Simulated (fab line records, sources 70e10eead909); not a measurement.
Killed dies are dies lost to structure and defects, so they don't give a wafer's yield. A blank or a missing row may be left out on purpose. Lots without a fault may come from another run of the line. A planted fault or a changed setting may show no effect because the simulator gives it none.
Tool commonality check | flow nand_harc | 3 lots, 9 wafers sampled

WHY IT WAS OPENED
At NHARC_END_SORT_01 the reading killed_at_array is flagged on 3 of 3 lots. Wafers without a fault read 28, standard deviation 11.
Rule: a lot is flagged when every wafer of it that has a number lies more than 4 standard deviations from that mean, or none has a number. The other lots count as sound.

lot  | measured     | on        | killed_at_array, wafer by wafer | flag
L674 | day 21 20:40 | prober-02 | 102 110 104                     | FLAGGED
L677 | day 21 20:44 | prober-01 | 130 129 141                     | FLAGGED
L673 | day 22 06:53 | prober-01 | 116 107 116                     | FLAGGED
The numbers of the flagged lots are 117 on average: +89 against the usual, or +8 standard deviations.

WHICH TOOL RAN EACH LOT
The record holds 2 process steps before the reading, out of a route of 1159 steps. In each cell: the tool, then ch and the chambers that the sampled wafers went through, then the start.
lot  | flag    | NHARC_A_CONTACT_ETCH_117             | NHARC_THIN_TSV_DESCUM_14
L674 | FLAGGED | har_cap_etch-03 ch 0,1, day 18 20:37 | rie_diel-04 ch 0,2,3, day 21 00:30
L677 | FLAGGED | har_cap_etch-03 ch 0,1, day 19 02:44 | rie_diel-09 ch 1,2,3, day 21 01:35
L673 | FLAGGED | har_cap_etch-03 ch 0,1, day 19 06:48 | rie_diel-09 ch 0,1,2, day 21 04:43
What these steps do:
- NHARC_A_CONTACT_ETCH_117: etches the open film in C4F8/O2/Ar, time 94 s, target depth 922 nm.
- NHARC_THIN_TSV_DESCUM_14: chemistry O2, time 3 s.
- NHARC_END_SORT_01

FLAGGED OVER TOTAL, TOOL BY TOOL (the gauges that took the reading come last)
step                     | tool            | lots run | flagged | share of the flagged lots | sound lots run after its first flagged lot
NHARC_A_CONTACT_ETCH_117 | har_cap_etch-03 | 3        | 3       | all                       | 0
NHARC_THIN_TSV_DESCUM_14 | rie_diel-04     | 1        | 1       | some                      | 0
NHARC_THIN_TSV_DESCUM_14 | rie_diel-09     | 2        | 2       | some                      | 0
NHARC_END_SORT_01        | prober-01       | 2        | 2       | some                      | 0
NHARC_END_SORT_01        | prober-02       | 1        | 1       | some                      | 0

WHAT THE TABLE ALLOWS
1 row of the table ran every flagged lot: har_cap_etch-03 at NHARC_A_CONTACT_ETCH_117.
- har_cap_etch-03 at NHARC_A_CONTACT_ETCH_117: 3 of its 3 lots flagged. It ran no sound lot before its first flagged lot in this sample, so the start can't be narrowed down.
One tool is left: har_cap_etch-03 at NHARC_A_CONTACT_ETCH_117.

WHAT THE SIMULATOR HAD PUT IN
Chamber particle source: har_cap_etch-03, from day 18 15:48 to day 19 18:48, at NHARC_A_CONTACT_ETCH_117. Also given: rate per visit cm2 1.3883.
Lots struck among those shown: L674, L677, L673. The rule above found the same.
